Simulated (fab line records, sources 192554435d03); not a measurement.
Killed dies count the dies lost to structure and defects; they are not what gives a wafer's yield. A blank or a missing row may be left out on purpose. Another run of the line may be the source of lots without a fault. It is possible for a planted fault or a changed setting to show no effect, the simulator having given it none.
A struck lot beside a sound one || flow n5Finfet || 16 out of 1938 route steps
Sound: the wafers L709.1, L709.2, L709.4. The struck wafers were L703.1, L703.2, L703.4. Last of all comes the cause.
Order at every step that has rows: each side's tool, ch and its chambers, its first start. Under that, the readings that differ: sound wafers || struck wafers || difference of the means || sigmas: that difference in standard deviations of wafers without a fault.
alike: readings with means less than 2 such deviations apart, plus words and numbers identical on both sides. not compared: withheld readings, readings lacking a value on some wafer, bounds such as >300 that could conceal the same value, and numbers that have no deviation in the record and whose values overlap.
The two part at a step that has a row with sigmas, a row that says differs or no value, or rows on one side only. Numbers that have no deviation but don't overlap get no sigmas and don't part them. A reading that every wafer of one side lacks parts them only if that side has two wafers or more.

first, 2 steps without rows for these wafers: N5_BEOL_M0_SAQP_SRD_93 (time 30 s); N5_BEOL_M0_SAQP_RECESS_114 (chemistry HF/NH3, target SiO2, target depth 14.4 nm, afs cycles 3, sublimation time 60 s).
N5_BEOL_M0_SAQP_SPACER1_ALD_98: deposits SiO2, target thk 12.8 nm, pulse time 1 s, purge time 2 s.
  sound on aldSin-04 ch 1,2,3, day 10 13:43; struck on aldSin-04 ch 0,1,3, day 9 07:18
  alike: heaterPowerW, precursorPulseHeightRel
then, 1 step without rows for these wafers: N5_BEOL_M0_SAQP_SPACER1_ETCHBACK_99 (etches SiO2 in CHF3/O2, target depth 15.4 nm, time 7.7 s).
N5_BEOL_M0_SAQP_MANDREL1_REMOVE_100: chemistry HBr/Cl2/O2, target a-Si, stops on SiNx, bt time 10 s.
  sound on rieSi-06 ch 0,2,3, day 10 14:17; struck on rieSi-06 ch 1,2,3, day 9 07:52
  alike: drypumpMotorCurrentA, mfcCl2Sccm, oesProductAu, throttleValvePct
  not compared: rfHoursCounterH
N5_BEOL_M0_SAQP_CD_MEAS_25: the cd target is 13.1 nm.
  sound on cdSem-02 ch 0, day 10 14:23; struck on cdSem-02 ch 0, day 9 07:58
  alike: cdNm
then, 1 step without rows for these wafers: N5_BEOL_M0_SAQP_ETCH_101 (etches SiNx in CH3F/O2, target depth 29.9 nm, time 42.7 s).
N5_BEOL_M0_SAQP_ETCH_102: etches SiO2 in CF4, target depth 4 nm, time 4.4 s.
  sound on rieSi-01 ch 1,2,3, day 10 14:32; struck on rieSi-01 ch 0,1,2, day 9 08:07
  alike: biasW, cf4FlowSccm, drypumpMotorCurrentA, oesProductAu, throttleValvePct
  not compared: rfHoursCounterH
then, 1 step without rows for these wafers: N5_BEOL_M0_SAQP_MANDREL_ETCH_103 (etches a-Si in HBr/Cl2, stops on SiCN, target depth 45 nm, bt time 10 s, time 27 s).
N5_BEOL_M0_SAQP_RECESS_104: chemistry HF/NH3, target SiO2, target depth 18 nm, afs cycles 3, sublimation time 60 s.
  sound on vaporEtch-01 ch 0,1, day 10 14:38; struck on vaporEtch-02 ch 0,1, day 9 08:14
  alike: drypumpMotorCurrentA
then, 2 steps without rows for these wafers: N5_BEOL_M0_SAQP_COAT_105 (time 60 s, resist thk 100 nm); N5_BEOL_M0_SAQP_ETCH_106 (etches SOC in N2/H2, stops on SiNx, target depth 150 nm).
N5_BEOL_M0_SAQP_ETCH_107: etches SiNx in CH3F/O2, target depth 30 nm.
  sound on rieDiel-06 ch 2,3, day 10 15:09; struck on rieDiel-06 ch 0,1,2, day 9 08:44
  no value came back on the struck wafers for any of 7 readings (CH3F_flow_sccm (sccm), O2_flow_sccm (sccm) and others); on the sound wafers CH3F_flow_sccm (sccm) reads 30.25 30.03 30.07
{"reading": "model.SiNx_of_BEOL_M0_SAQP_PECVD_97.thkNm (nm)", "sound": "0 0 0", "struck": "15.4 15.4 15.6", "difference": "+15.5", "sigmas": ""}
{"reading": "model.SOC_of_BEOL_M0_SAQP_COAT_105.thkNm (nm)", "sound": "14.6 14.8 14", "struck": "25.4 24.2 22", "difference": "+9.4", "sigmas": ""}
  not compared: rfHoursCounterH
N5_BEOL_M0_SAQP_STRIP_108: strips in N2/H2.
  sound on rieDiel-06 ch 2,3, day 10 15:11; struck on rieDiel-06 ch 0,1,2, day 9 08:46
  alike: drypumpMotorCurrentA, n2FlowSccm, oesProductAu, rfVppV, showerheadPlenumPTorr, throttleValvePct
  not compared: rfHoursCounterH
N5_BEOL_M4_RC_MEAS_101:
  the record has rows for the sound wafers here (prober-01 ch 0, day 13 03:32) and none for the struck ones
-- here the record skips 7 days between the struck wafers' starts before and after, leaving off in module BEOL_M4 and picking up in module PASSIVATION (first step shown: number 1936 of the route) --
N5_PASSIVATION_PROBE_49:
  sound: prober-01 at day 17 18:46; struck: prober-01 at day 16 05:03
{"reading": "defectLimitedYield (%)", "sound": "92.4 92.4 92.4", "struck": "0 0 0", "difference": -92, "sigmas": -66}
{"reading": "killed_at_M0_to_M3", "sound": "18 44 29", "struck": "1136 1126 1140", "difference": "+1104", "sigmas": "+99 or more"}
{"reading": "killedDies", "sound": "90 90 90", "struck": "1180 1180 1180", "difference": "+1090", "sigmas": "+64"}
{"reading": "killedOnRim", "sound": "19 11 12", "struck": "152 152 152", "difference": "+138", "sigmas": "+31"}
{"reading": "sort_bin_5_function (%)", "sound": "4.2 4.5 4.2", "struck": "97.3 96.8 96.6", "difference": "+92.6", "sigmas": "+99 or more"}
{"reading": "sortNPass", "sound": "1090 1090 1090", "struck": "0 0 0", "difference": -1090, "sigmas": -64}
{"reading": "sortYieldPct (%)", "sound": "92.4 92.4 92.4", "struck": "0 0 0", "difference": -92, "sigmas": -66}
  alike: killed_at_M4_up, killedAtContacts, killedAtFrontEnd, killedAtOther, killedOpen, killedShort, sort_bin_6_memory

## WHERE THEY PART
First at N5_BEOL_M0_SAQP_ETCH_107; last, within this record, at N5_PASSIVATION_PROBE_49.

WHY: the cause the simulator had injected
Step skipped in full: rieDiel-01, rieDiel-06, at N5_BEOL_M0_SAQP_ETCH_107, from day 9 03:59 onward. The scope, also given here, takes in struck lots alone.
